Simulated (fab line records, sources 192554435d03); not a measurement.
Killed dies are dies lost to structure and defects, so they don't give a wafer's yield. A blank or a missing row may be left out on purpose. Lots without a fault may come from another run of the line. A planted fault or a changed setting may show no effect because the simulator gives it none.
fab line records | flow n5_finfet
record lots=7 wafers=39
route steps=1938 shown FIN_SAQP@96 STI_FIN_REVEAL@190 DUMMY_GATE@237 SD_EPI_P@321 HKMG_FIN@406 GATE_CUT@501 BEOL_M4@1111
start_h: hours from the record's first day to the start of the lot's first wafer shown | wait_h: hours since the lot's step before | " the same as in the row above | L1.1+2: a row that stands for several wafers | - no value, or no start given | * or withheld: withheld | < > ~ a bound
route shown NAME@n: a module of which the file shows steps, and the number in the route of the first | usual: mean/standard deviation of fault-free wafers | same: alike in all rows | chamber/n: place in a boat | sites: the reading at each site | _std_site: their standard deviation | _edge_site: outer sites' mean less inner sites' | radius_mm: how far each site lies from the wafer's centre | mask NAME#n: copy n | behind: the tool/chamber that last shaped the wafer | hold: why the lot was held/for how many hours/how that ended | device: the transistor (n, p or np) that didn't switch | end of line: the same wafers' tests at the end of the route | a step without rows: its recipe alone | killed: dies lost to structure and defects at the first sort, not the wafer's yield | map: a wafer's dies, x killed, . not, _ none there
set.NAME: the setting as run; set.NAME@STEP: as run at that earlier step | model.NAME: the simulator's own value behind a step, which no gauge read
lots whose settings were changed on purpose; a table a step, a row a wafer
## steps
# step N5_FIN_SAQP_HM_DEP_03
# recipe material=SiNx target_thk_a=380 temp_c=400 precursor=SiH4/NH3/N2 pressure_torr=1.5 rf_w=300 time_s=33.6
# step N5_STI_FIN_REVEAL_ETCHBACK_08
# recipe chemistry=C4F6/O2 target=SiO2 target_depth_a=305 time_s=10.167 ion_energy_ev=250 pressure_mtorr=30 source_w=345 bias_w=185 Ar_flow_sccm=300 C4F6_flow_sccm=10 O2_flow_sccm=10
# step N5_DUMMY_GATE_ETCH_37
# recipe chemistry=N2/H2 target=SOC target_depth_a=600 overetch_a=300 temp_c=40 ion_energy_ev=200 pressure_mtorr=30 source_w=840 bias_w=150 n2_flow_sccm=200 h2_flow_sccm=200
# step N5_DUMMY_GATE_ETCH_42
# recipe chemistry=CHF3/O2 target=SiO2 target_depth_a=35 time_s=31 ion_energy_ev=30 bias_w=12 pressure_mtorr=30 source_w=600 Ar_flow_sccm=200 CHF3_flow_sccm=50 O2_flow_sccm=5
# step N5_SD_EPI_P_EPI_21
# recipe material=SiGe:B dopant=B temp_c=550 pressure_torr=20 ambient=H2 time_s=355
# step N5_HKMG_FIN_ETCH_58
# recipe chemistry=N2/H2 target=SOC target_depth_a=2158 ion_energy_ev=50 bias_w=13 time_s=741 pressure_mtorr=30 source_w=875 n2_flow_sccm=200 h2_flow_sccm=200
# step N5_HKMG_FIN_ETCH_35
# recipe chemistry=N2/H2 target=SOC target_depth_a=2158 ion_energy_ev=65 bias_w=5 source_w=3000 time_s=243.4 pressure_mtorr=30 n2_flow_sccm=200 h2_flow_sccm=200
# step N5_GATE_CUT_CUT_ETCH_54
# recipe chemistry=Cl2/BCl3 target=TiN mask_material=SiO2 target_depth_a=967 pressure_mtorr=10 icp_w=1000 bias_w=126 Cl2_flow_sccm=53.25 bcl3_flow_sccm=21.75 Ar_flow_sccm=25 ends=cleared
# step N5_BEOL_M4_RC_MEAS_101
# usual ION_P=464/6.5 RS_SD_P=65.9/0.96
# columns lot.wafer tool chamber start_h wait_h set.time_s@FIN_SAQP_HM_DEP_03 set.time_s@STI_FIN_REVEAL_ETCHBACK_08 set.source_w@DUMMY_GATE_ETCH_37 set.bias_w@DUMMY_GATE_ETCH_42 set.temp_c@SD_EPI_P_EPI_21 set.bias_w@HKMG_FIN_ETCH_58 set.source_w@HKMG_FIN_ETCH_35 set.icp_w@GATE_CUT_CUT_ETCH_54 ION_P[uA/um] RS_SD_P[ohm/sq]
L080.1 prober-01 0 215.01 0.0 31.8 10.167 840 12 550 13 2480 931.8 457 65.7
L080.2 " 0 " " 33.6 10.167 840 13.54 550 13 2480 1000 469 65.1
L080.3 " 0 " " 31.8 10.167 840 13.54 547.9 13.74 2480 931.8 461 68.9
L080.4 " 0 " " 33.6 10.167 840 12 547.9 13.74 3000 931.8 455 70.2
L080.5 " 0 " " 33.6 10.167 840 12 550 13.74 3000 1000 471 65.3
L080.6 " 0 " " 31.8 10.167 840 13.54 547.9 13 3000 1000 454 69.2
L083.1 prober-02 0 234.64 0.0 28.63 10.167 840 14.11 550 15.3 3000 1000 464 66.4
L083.2 " 0 " " 33.6 9.543 840 12 550 13 3000 1000 454 65.8
L083.3 " 0 " " 33.6 9.543 840 12 550 15.3 3548 808.6 457 65.5
L083.4 " 0 " " 28.63 9.543 840 14.11 550 13 3000 808.6 454 66.5
L083.5 " 0 " " 28.63 10.167 840 12 550 13 3548 1000 471 65.3
L083.6 " 0 " " 33.6 10.167 840 14.11 550 15.3 3548 808.6 468 65.1
L084.1 prober-02 0 254.38 0.0 33.6 9.666 840 10.91 550 14.45 3314 1000 451 65.7
L084.2 " 0 " " 33.6 9.666 840 12 550 14.45 3000 1159 443 66.3
L084.3 " 0 " " 33.6 10.167 840 12 550 13 3314 1000 475 65.8
L084.4 " 0 " " 33.6 10.167 840 10.91 550 13 3314 1159 460 66.5
L084.5 " 0 " " 33.6 9.666 840 12 550 13 3000 1159 445 65.4
L084.6 " 0 " " 33.6 10.167 840 10.91 550 14.45 3000 1000 465 65.7
L086.1 prober-01 0 260.83 0.0 33.6 10.167 840 12 550 13 3192 884.4 456 66.1
L086.2 " 0 " " 35.53 10.167 961.5 12 550 13 3192 1000 458 66.5
L086.3 " 0 " " 33.6 10.167 961.5 12 550 13 3000 1000 460 65.6
L086.4 " 0 " " 35.53 10.167 961.5 12 550 13 3000 884.4 472 66.7
L086.5 " 0 " " 35.53 10.167 840 12 550 13 3192 1000 456 66.5
L086.6 " 0 " " 33.6 10.167 840 12 550 13 3000 884.4 469 65.7
L087.1 prober-02 0 262.35 0.0 35.64 10.167 782 12 550 13 3272 1000 468 66.4
L087.2 " 0 " " 33.6 10.167 782 12 550 10.55 3272 1000 463 66.3
L087.3 " 0 " " 33.6 10.167 840 12 550 10.55 3272 1000 457 66.4
L087.4 " 0 " " 33.6 10.167 782 12 550 13 3000 1000 466 66.1
L087.5 " 0 " " 35.64 10.167 840 12 550 10.55 3000 1000 469 66.6
L087.6 " 0 " " 35.64 10.167 840 12 550 13 3000 1000 463 66.8
L089.1 prober-02 0 266.32 0.0 33.6 10.167 840 13.5 548 13 3000 1000 452 70.1
L089.2 " 0 " " 29.46 9.706 840 13.5 550 13 3366 1000 448 67.0
L089.3 " 0 " " 29.46 9.706 840 13.5 548 13 3366 1000 438 68.5
L089.4 " 0 " " 33.6 9.706 840 12 548 13 3000 1000 445 69.7
L089.5 " 0 " " 33.6 10.167 840 12 550 13 3366 1000 454 67.2
L089.6 " 0 " " 29.46 10.167 840 12 550 13 3000 1000 463 67.3
L092.1 prober-01 0 282.61 0.0 33.6 10.167 840 12 550 13 3000 1000 463 65.3
L092.2 " 0 " " 33.6 10.167 840 12 550 13 3000 1000 462 64.6
L092.6 " 0 " " 33.6 10.167 840 12 550 13 3000 1000 466 65.7
## key
split step=N5_FIN_SAQP_HM_DEP_03 setting=time_s stated_as=33.6
response none clear
split step=N5_STI_FIN_REVEAL_ETCHBACK_08 setting=time_s stated_as=10.167
response step=N5_BEOL_M4_RC_MEAS_101 reading=ION_P slope=+2.89 per=1% together_with=all explained=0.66
split step=N5_DUMMY_GATE_ETCH_37 setting=source_w stated_as=840
response none clear
split step=N5_DUMMY_GATE_ETCH_42 setting=bias_w stated_as=12
response none clear
split step=N5_SD_EPI_P_EPI_21 setting=temp_c stated_as=550
response step=N5_BEOL_M4_RC_MEAS_101 reading=RS_SD_P slope=-8.8 per=1% together_with=all explained=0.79
split step=N5_HKMG_FIN_ETCH_58 setting=bias_w stated_as=13
response none clear
split step=N5_HKMG_FIN_ETCH_35 setting=source_w stated_as=3000
response none clear
split step=N5_GATE_CUT_CUT_ETCH_54 setting=icp_w stated_as=1000
response none clear
